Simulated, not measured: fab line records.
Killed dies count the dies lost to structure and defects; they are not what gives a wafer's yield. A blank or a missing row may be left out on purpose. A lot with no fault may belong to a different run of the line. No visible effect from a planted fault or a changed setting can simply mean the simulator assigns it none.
What tool caused it? | flow nand harc | Sampling: 24 lots, 72 wafers, 2 of 1302 route steps

== WHAT EACH GAUGE READ, for each wafer ==
NHARC_A_CHANNEL_HOLE_D1_CD_MEAS_10: target cd 100 nm.
lot  | measured     | on        | cd nm (nm)
L076 | day 8 22:26  | cd sem-01 | 101.0 101.4 100.3
L075 | day 8 22:35  | cd sem-02 | 100.0 99.3 100.0
L074 | day 9 00:27  | cd sem-02 | 100.0 99.6 99.1
L077 | day 9 14:34  | cd sem-03 | 99.9 100.3 100.1
L078 | day 9 23:58  | cd sem-01 | 99.5 98.9 99.0
L079 | day 10 19:53 | cd sem-03 | 100.0 100.3 100.7
L080 | day 10 21:25 | cd sem-03 | 101.3 100.8 100.7
L081 | day 11 23:11 | cd sem-02 | 101.3 100.9 101.0
L082 | day 12 01:05 | cd sem-03 | 99.8 99.9 100.5
L083 | day 12 05:58 | cd sem-01 | 100.7 100.2 100.1
L084 | day 12 06:08 | cd sem-01 | 100.1 100.4 99.9
L085 | day 12 21:52 | cd sem-01 | 99.6 100.7 99.7
L086 | day 13 08:46 | cd sem-03 | 100.0 100.6 100.6
L088 | day 14 10:07 | cd sem-03 | 99.3 100.3 99.7
L089 | day 14 11:04 | cd sem-02 | 100.5 100.2 100.2
L087 | day 14 11:53 | cd sem-01 | 99.7 99.2 99.0
L090 | day 15 02:50 | cd sem-03 | 100.1 100.1 99.4
L091 | day 15 10:47 | cd sem-02 | 98.9 99.3 98.9
L092 | day 15 19:58 | cd sem-01 | 100.0 100.6 100.3
L093 | day 16 03:57 | cd sem-01 | 99.1 99.3 100.3
L094 | day 16 13:51 | cd sem-03 | 100.1 99.3 100.5
L095 | day 17 08:56 | cd sem-03 | 99.4 100.2 100.3
L096 | day 17 13:17 | cd sem-01 | 99.8 99.4 99.5
L097 | day 17 21:31 | cd sem-02 | 101.0 101.7 101.0

NHARC_A_CHANNEL_HOLE_D2_INSPECT_12.
lot  | measured     | on                | raw defect count
L076 | day 13 08:58 | defect inspect-02 | 54 57 71
L075 | day 13 10:39 | defect inspect-01 | 11 12 8
L074 | day 13 21:31 | defect inspect-01 | 62 49 59
L077 | day 14 08:54 | defect inspect-01 | 52 56 63
L078 | day 14 08:21 | defect inspect-01 | 6 7 8
L079 | day 15 07:24 | defect inspect-02 | 49 53 60
L080 | day 15 07:14 | defect inspect-02 | 7 7 12
L081 | day 16 21:29 | defect inspect-02 | 53 63 68
L082 | day 16 20:14 | defect inspect-02 | 14 7 14
L083 | day 16 22:10 | defect inspect-02 | 57 66 64
L084 | day 16 20:16 | defect inspect-02 | 10 9 11
L085 | day 17 15:26 | defect inspect-01 | 10 15 17
L086 | day 18 01:57 | defect inspect-02 | 58 57 69
L088 | day 18 22:37 | defect inspect-02 | 46 52 37
L089 | day 19 00:23 | defect inspect-02 | 17 14 18
L087 | day 18 22:46 | defect inspect-02 | 60 55 64
L090 | day 19 22:14 | defect inspect-02 | 54 51 41
L091 | day 19 22:43 | defect inspect-02 | 19 21 18
L092 | day 20 03:36 | defect inspect-02 | 44 59 61
L093 | day 20 20:10 | defect inspect-01 | 17 23 15
L094 | day 21 04:25 | defect inspect-01 | 15 16 16
L095 | day 22 13:49 | defect inspect-01 | 24 25 11
L096 | day 22 11:48 | defect inspect-01 | 7 1 5
L097 | day 22 16:22 | defect inspect-01 | 3 4 5

== TOOL THAT RAN EACH LOT (tool first, then ch and the chambers of the sampled wafers, then the start) ==
Before these readings, the record contains no process step.

== WHAT THE TOOLS THEMSELVES READ (means of the sampled wafers that have a number; where no wafer has one, the mark that the record gives instead) ==
The record holds no such reading with a usual standard deviation.

== THE ANSWER, worked out from the rows above alone ==
Rule: what is usual is taken from the lots themselves. The widest of any qualifying gaps counts: lots, ordered by their means at a reading, are off when they make up no more than a third of the lots, leave a main group of 4 or more, and stand apart from it by 3 or more times the standard deviation of that group's means. A main group whose means are all the same, to the digits that the tables above print for the reading, isn't used. Also off: a lot with no number at a reading for which 4 or more lots have one. The other lots that the step has rows for count as sound. First the gauges in route order, then the tools' own readings, where a lot's mean is used as printed above. The first step at which some lot is off is used, and at that step the reading that is off furthest; a lot without a number counts as furthest.
Across all readings shown, no lot is off: no conclusion can be drawn from this.

== WHAT THE SIMULATOR HAD PUT IN ==
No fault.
